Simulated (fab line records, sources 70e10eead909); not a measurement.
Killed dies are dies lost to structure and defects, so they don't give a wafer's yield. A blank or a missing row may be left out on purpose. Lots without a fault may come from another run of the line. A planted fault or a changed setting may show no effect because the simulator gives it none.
Which tool did it? | flow nand_harc | 24 lots, 72 wafers sampled, at 6 steps of a route of 1159

WHAT THE GAUGES READ, wafer by wafer
NHARC_A_M1_THK_MEAS_24: measures by xrf. Usual: thk_nm 154.4 nm, standard deviation 1.6.
lot  | measured     | on            | thk_nm (nm)       | flag
L075 | day 17 20:28 | film_metro-01 | 153.4 152.7 156.1 |
L074 | day 17 21:13 | film_metro-02 | 155.5 155.3 154.9 |
L079 | day 18 04:22 | film_metro-02 | 151.0 153.3 154.9 |
L076 | day 18 08:11 | film_metro-02 | 155.4 158.2 156.2 |
L077 | day 18 08:29 | film_metro-01 | 154.7 154.5 151.4 |
L080 | day 19 03:59 | film_metro-02 | 156.0 154.5 154.5 |
L081 | day 19 08:02 | film_metro-01 | 154.1 152.8 156.0 |
L078 | day 19 13:46 | film_metro-02 | 154.8 153.6 155.0 |
L082 | day 20 01:44 | film_metro-02 | 156.0 155.6 154.8 |
L083 | day 20 03:43 | film_metro-02 | 157.9 153.3 157.8 |
L086 | day 20 18:27 | film_metro-02 | 153.6 154.8 154.1 |
L085 | day 21 00:53 | film_metro-02 | 155.3 152.5 154.5 |
L084 | day 21 02:00 | film_metro-02 | 156.4 155.2 155.0 |
L087 | day 21 05:43 | film_metro-02 | 152.8 154.6 155.8 |
L088 | day 21 18:30 | film_metro-01 | 152.7 152.9 151.8 |
L092 | day 21 20:14 | film_metro-02 | 153.9 155.7 153.5 |
L089 | day 22 06:47 | film_metro-01 | 155.6 154.6 154.2 |
L090 | day 22 07:24 | film_metro-01 | 151.4 153.4 153.4 |
L091 | day 22 12:28 | film_metro-01 | 150.9 150.9 151.0 |
L093 | day 22 17:49 | film_metro-02 | 155.0 157.0 155.0 |
L094 | day 23 06:04 | film_metro-01 | 152.9 154.0 151.7 |
L096 | day 23 12:17 | film_metro-01 | 156.0 154.6 157.2 |
L095 | day 23 13:11 | film_metro-02 | 152.0 154.5 153.9 |
L097 | day 23 15:40 | film_metro-02 | 156.3 153.8 156.2 |

NHARC_A_M1_INSPECT_27. Usual: raw_defect_count 438, standard deviation 120.
lot  | measured     | on                | raw_defect_count | flag
L075 | day 17 20:37 | defect_inspect-02 | 687 737 831      |
L074 | day 17 21:23 | defect_inspect-02 | 418 365 370      |
L079 | day 18 04:31 | defect_inspect-01 | 411 502 258      |
L076 | day 18 08:20 | defect_inspect-01 | 282 276 438      |
L077 | day 18 08:39 | defect_inspect-01 | 446 393 389      |
L080 | day 19 04:09 | defect_inspect-01 | 423 350 399      |
L081 | day 19 08:11 | defect_inspect-01 | 317 293 329      |
L078 | day 19 13:56 | defect_inspect-02 | 673 506 459      |
L082 | day 20 01:54 | defect_inspect-02 | 417 415 344      |
L083 | day 20 03:53 | defect_inspect-02 | 419 455 314      |
L086 | day 20 18:37 | defect_inspect-02 | 265 254 331      |
L085 | day 21 01:02 | defect_inspect-02 | 514 461 653      |
L084 | day 21 02:10 | defect_inspect-02 | 464 307 414      |
L087 | day 21 05:52 | defect_inspect-02 | 474 410 407      |
L088 | day 21 18:40 | defect_inspect-02 | 457 545 551      |
L092 | day 21 20:23 | defect_inspect-01 | 668 434 369      |
L089 | day 22 06:56 | defect_inspect-02 | 377 348 424      |
L090 | day 22 07:33 | defect_inspect-01 | 368 367 268      |
L091 | day 22 12:37 | defect_inspect-02 | 493 503 526      |
L093 | day 22 17:58 | defect_inspect-02 | 645 624 447      |
L094 | day 23 06:13 | defect_inspect-01 | 428 480 332      |
L096 | day 23 12:27 | defect_inspect-02 | 509 590 401      |
L095 | day 23 13:21 | defect_inspect-02 | 663 366 608      |
L097 | day 23 15:49 | defect_inspect-01 | 248 268 257      |

NHARC_A_BONDPAD_THK_MEAS_30: measures by ellipsometry. Usual: thk_nm 199.8 nm, standard deviation 1.4.
lot  | measured     | on            | thk_nm (nm)       | flag
L075 | day 17 21:59 | film_metro-02 | 199.3 198.5 196.7 |
L074 | day 17 22:44 | film_metro-01 | 201.2 196.9 199.7 |
L079 | day 18 05:53 | film_metro-01 | 200.3 198.7 199.4 |
L076 | day 18 10:08 | film_metro-01 | 199.7 198.4 202.0 |
L077 | day 18 10:14 | film_metro-02 | 198.6 200.2 199.7 |
L080 | day 19 05:37 | film_metro-02 | 197.4 198.3 198.6 |
L081 | day 19 09:32 | film_metro-01 | 198.4 197.7 199.8 |
L078 | day 19 15:17 | film_metro-02 | 200.4 202.2 200.0 |
L082 | day 20 03:16 | film_metro-02 | 198.6 199.8 200.5 |
L083 | day 20 05:14 | film_metro-02 | 200.6 198.7 198.4 |
L086 | day 20 20:08 | film_metro-02 | 199.8 200.4 200.4 |
L085 | day 21 02:28 | film_metro-02 | 202.7 200.6 200.3 |
L084 | day 21 03:52 | film_metro-02 | 200.5 200.1 201.4 |
L087 | day 21 07:13 | film_metro-02 | 199.6 200.2 197.9 |
L088 | day 21 20:01 | film_metro-02 | 199.4 198.2 197.0 |
L092 | day 21 21:53 | film_metro-01 | 200.5 201.2 200.5 |
L089 | day 22 08:19 | film_metro-02 | 199.7 201.8 201.3 |
L090 | day 22 09:05 | film_metro-01 | 201.2 198.8 202.2 |
L091 | day 22 13:59 | film_metro-02 | 197.2 201.1 198.2 |
L093 | day 22 19:20 | film_metro-02 | 199.0 200.0 201.7 |
L094 | day 23 07:35 | film_metro-02 | 201.4 200.9 200.6 |
L096 | day 23 13:57 | film_metro-02 | 199.5 200.9 197.2 |
L095 | day 23 14:43 | film_metro-01 | 200.7 203.5 200.3 |
L097 | day 23 17:10 | film_metro-02 | 200.6 201.6 202.2 |

WHICH TOOL RAN EACH LOT (tool, then ch and the chambers of the sampled wafers, then the start)
lot  | NHARC_A_M1_ETCH_35                 | NHARC_A_M1_PRE_CLEAN_30                 | NHARC_A_M1_PVD_21
L075 | rie_diel-05 ch 0,1,2, day 17 18:07 | pvd_sputter-01, day 17 20:28 or earlier | pvd_sputter-01, day 17 20:28 or earlier
L074 | rie_diel-04 ch 0,2,3, day 17 18:53 | pvd_sputter-02, day 17 21:13 or earlier | pvd_sputter-02, day 17 21:13 or earlier
L079 | rie_diel-05 ch 0,2,3, day 18 01:43 | pvd_sputter-03, day 18 04:22 or earlier | pvd_sputter-03, day 18 04:22 or earlier
L076 | rie_diel-05 ch 1,2,3, day 18 05:31 | pvd_sputter-02, day 18 08:11 or earlier | pvd_sputter-02, day 18 08:11 or earlier
L077 | rie_diel-05 ch 0,1,3, day 18 06:00 | pvd_sputter-01, day 18 08:29 or earlier | pvd_sputter-01, day 18 08:29 or earlier
L080 | rie_diel-05 ch 0,1, day 19 01:33   | pvd_sputter-03, day 19 03:59 or earlier | pvd_sputter-03, day 19 03:59 or earlier
L081 | rie_diel-03 ch 1,2, day 19 05:26   | pvd_sputter-03, day 19 08:02 or earlier | pvd_sputter-03, day 19 08:02 or earlier
L078 | rie_diel-04 ch 0,1, day 19 11:26   | pvd_sputter-03, day 19 13:46 or earlier | pvd_sputter-03, day 19 13:46 or earlier
L082 | rie_diel-05 ch 0,1,2, day 19 23:24 | pvd_sputter-03, day 20 01:44 or earlier | pvd_sputter-03, day 20 01:44 or earlier
L083 | rie_diel-03 ch 1,2,3, day 20 01:21 | pvd_sputter-01, day 20 03:43 or earlier | pvd_sputter-01, day 20 03:43 or earlier
L086 | rie_diel-03 ch 0,1,3, day 20 16:08 | pvd_sputter-02, day 20 18:27 or earlier | pvd_sputter-02, day 20 18:27 or earlier
L085 | rie_diel-03 ch 1,2, day 20 22:31   | pvd_sputter-03, day 21 00:53 or earlier | pvd_sputter-03, day 21 00:53 or earlier
L084 | rie_diel-04 ch 0,2, day 20 23:31   | pvd_sputter-01, day 21 02:00 or earlier | pvd_sputter-01, day 21 02:00 or earlier
L087 | rie_diel-05 ch 0,2,3, day 21 03:20 | pvd_sputter-01, day 21 05:43 or earlier | pvd_sputter-01, day 21 05:43 or earlier
L088 | rie_diel-03 ch 0,1, day 21 15:43   | pvd_sputter-03, day 21 18:30 or earlier | pvd_sputter-03, day 21 18:30 or earlier
L092 | rie_diel-03 ch 0,2, day 21 17:38   | pvd_sputter-02, day 21 20:14 or earlier | pvd_sputter-02, day 21 20:14 or earlier
L089 | rie_diel-05 ch 0,1,2, day 22 04:25 | pvd_sputter-03, day 22 06:47 or earlier | pvd_sputter-03, day 22 06:47 or earlier
L090 | rie_diel-03 ch 0,1,2, day 22 05:02 | pvd_sputter-02, day 22 07:24 or earlier | pvd_sputter-02, day 22 07:24 or earlier
L091 | rie_diel-05 ch 0,1,2, day 22 09:56 | pvd_sputter-02, day 22 12:28 or earlier | pvd_sputter-02, day 22 12:28 or earlier
L093 | rie_diel-04 ch 0,1,3, day 22 15:18 | pvd_sputter-02, day 22 17:49 or earlier | pvd_sputter-02, day 22 17:49 or earlier
L094 | rie_diel-05 ch 0,1, day 23 03:08   | pvd_sputter-02, day 23 06:04 or earlier | pvd_sputter-02, day 23 06:04 or earlier
L096 | rie_diel-04 ch 2,3, day 23 09:58   | pvd_sputter-02, day 23 12:17 or earlier | pvd_sputter-02, day 23 12:17 or earlier
L095 | rie_diel-04 ch 0,1,2, day 23 10:52 | pvd_sputter-03, day 23 13:11 or earlier | pvd_sputter-03, day 23 13:11 or earlier
L097 | rie_diel-04 ch 1,3, day 23 13:20   | pvd_sputter-01, day 23 15:40 or earlier | pvd_sputter-01, day 23 15:40 or earlier
- NHARC_A_M1_ETCH_35: etches the open film in N2/H2, target depth 40 nm, overetch 12 nm, time 43.94 s.
- NHARC_A_M1_PRE_CLEAN_30: time 30 s.
- NHARC_A_M1_PVD_21: deposits Cu, target thk 30 nm, time 20.49 s.

WHAT THE TOOLS THEMSELVES READ (means of the sampled wafers that have a number; where no wafer has one, the mark that the record gives instead)
NHARC_A_M1_ETCH_35. Usual: drypump_motor_current_A 5.7 A, standard deviation 0.43; oes_product_au 0.996 a.u., standard deviation 0.0089; rf_vpp_V 430.6 V, standard deviation 2.2; showerhead_plenum_p_Torr 2.04 Torr, standard deviation 0.071; throttle_valve_pct 14.171 %, standard deviation 0.0081.
lot  | tool        | drypump_motor_current_A (A) | oes_product_au (a.u.) | rf_vpp_V (V) | showerhead_plenum_p_Torr (Torr) | throttle_valve_pct (%) | flag
L075 | rie_diel-05 | 5.7                         | 0.993                 | 430.8        | 2.04                            | 14.164                 |
L074 | rie_diel-04 | 5.5                         | 1.001                 | 429.8        | 2.01                            | 14.168                 |
L079 | rie_diel-05 | 5.9                         | 0.995                 | 430.6        | 2.03                            | 14.173                 |
L076 | rie_diel-05 | 6.1                         | 0.996                 | 429.7        | 2.00                            | 14.167                 |
L077 | rie_diel-05 | 6.0                         | 0.999                 | 432.1        | 2.08                            | 14.178                 |
L080 | rie_diel-05 | 5.6                         | 1.003                 | 433.3        | 2.12                            | 14.164                 |
L081 | rie_diel-03 | 5.8                         | 1.004                 | 430.2        | 2.04                            | 14.174                 |
L078 | rie_diel-04 | 5.7                         | 1.002                 | 430.8        | 2.04                            | 14.165                 |
L082 | rie_diel-05 | 5.7                         | 0.997                 | 431.6        | 2.04                            | 14.168                 |
L083 | rie_diel-03 | 5.4                         | 1.000                 | 432.6        | 2.11                            | 14.176                 |
L086 | rie_diel-03 | 5.5                         | 1.003                 | 431.0        | 2.07                            | 14.171                 |
L085 | rie_diel-03 | 5.7                         | 0.988                 | 431.0        | 2.07                            | 14.171                 |
L084 | rie_diel-04 | 5.5                         | 0.988                 | 429.8        | 2.01                            | 14.170                 |
L087 | rie_diel-05 | 5.8                         | 0.995                 | 430.6        | 2.03                            | 14.175                 |
L088 | rie_diel-03 | 5.9                         | 0.993                 | 429.3        | 2.00                            | 14.176                 |
L092 | rie_diel-03 | 5.8                         | 0.993                 | 430.8        | 2.07                            | 14.174                 |
L089 | rie_diel-05 | 5.7                         | 1.006                 | 429.5        | 2.04                            | 14.160                 |
L090 | rie_diel-03 | 5.8                         | 1.000                 | 431.2        | 2.04                            | 14.167                 |
L091 | rie_diel-05 | 5.7                         | 1.001                 | 430.2        | 2.03                            | 14.175                 |
L093 | rie_diel-04 | 5.7                         | 0.994                 | 431.7        | 2.05                            | 14.175                 |
L094 | rie_diel-05 | 5.6                         | 0.990                 | 432.7        | 2.12                            | 14.164                 |
L096 | rie_diel-04 | 5.2                         | 0.987                 | 429.5        | 1.99                            | 14.175                 |
L095 | rie_diel-04 | 5.3                         | 0.994                 | 430.2        | 2.02                            | 14.177                 |
L097 | rie_diel-04 | 5.5                         | 1.007                 | 430.9        | 2.06                            | 14.175                 |

NHARC_A_M1_PRE_CLEAN_30. Usual: heater_power_w 411 W, standard deviation 42.
lot  | tool           | heater_power_w (W) | flag
L075 | pvd_sputter-01 | 407                |
L074 | pvd_sputter-02 | 395                |
L079 | pvd_sputter-03 | 426                |
L076 | pvd_sputter-02 | 388                |
L077 | pvd_sputter-01 | 437                |
L080 | pvd_sputter-03 | 413                |
L081 | pvd_sputter-03 | 415                |
L078 | pvd_sputter-03 | 425                |
L082 | pvd_sputter-03 | 398                |
L083 | pvd_sputter-01 | 407                |
L086 | pvd_sputter-02 | 393                |
L085 | pvd_sputter-03 | 412                |
L084 | pvd_sputter-01 | 399                |
L087 | pvd_sputter-01 | 431                |
L088 | pvd_sputter-03 | 442                |
L092 | pvd_sputter-02 | 394                |
L089 | pvd_sputter-03 | 384                |
L090 | pvd_sputter-02 | 394                |
L091 | pvd_sputter-02 | 391                |
L093 | pvd_sputter-02 | 407                |
L094 | pvd_sputter-02 | 419                |
L096 | pvd_sputter-02 | 396                |
L095 | pvd_sputter-03 | 414                |
L097 | pvd_sputter-01 | 440                |

NHARC_A_M1_PVD_21. Usual: throttle_valve_pct 30.0 %, standard deviation 0.97.
lot  | tool           | throttle_valve_pct (%) | flag
L075 | pvd_sputter-01 | 30.3                   |
L074 | pvd_sputter-02 | 29.4                   |
L079 | pvd_sputter-03 | 30.2                   |
L076 | pvd_sputter-02 | 29.4                   |
L077 | pvd_sputter-01 | 30.4                   |
L080 | pvd_sputter-03 | 30.2                   |
L081 | pvd_sputter-03 | 31.1                   |
L078 | pvd_sputter-03 | 30.8                   |
L082 | pvd_sputter-03 | 30.3                   |
L083 | pvd_sputter-01 | 30.3                   |
L086 | pvd_sputter-02 | 29.8                   |
L085 | pvd_sputter-03 | 29.5                   |
L084 | pvd_sputter-01 | 30.3                   |
L087 | pvd_sputter-01 | 30.1                   |
L088 | pvd_sputter-03 | 30.1                   |
L092 | pvd_sputter-02 | 30.2                   |
L089 | pvd_sputter-03 | 29.3                   |
L090 | pvd_sputter-02 | 29.8                   |
L091 | pvd_sputter-02 | 30.0                   |
L093 | pvd_sputter-02 | 29.1                   |
L094 | pvd_sputter-02 | 29.3                   |
L096 | pvd_sputter-02 | 29.7                   |
L095 | pvd_sputter-03 | 30.1                   |
L097 | pvd_sputter-01 | 30.5                   |

THE ANSWER, worked out from the rows above alone
Rule: a lot is off if the mean of its wafers that have a number lies more than 3 standard deviations from the usual mean. A lot without any number at a reading at which 4 lots or more have one is off too. The other lots that the step has rows for count as sound. The gauges are gone through in route order, then the tools' own readings, and for those a lot's mean is taken as printed above. The first step at which some lot is off is used, and at that step the reading that is off furthest; a lot without a number counts as furthest.
No lot is off at any reading shown: from this, nothing can be told.

WHAT THE SIMULATOR HAD PUT IN
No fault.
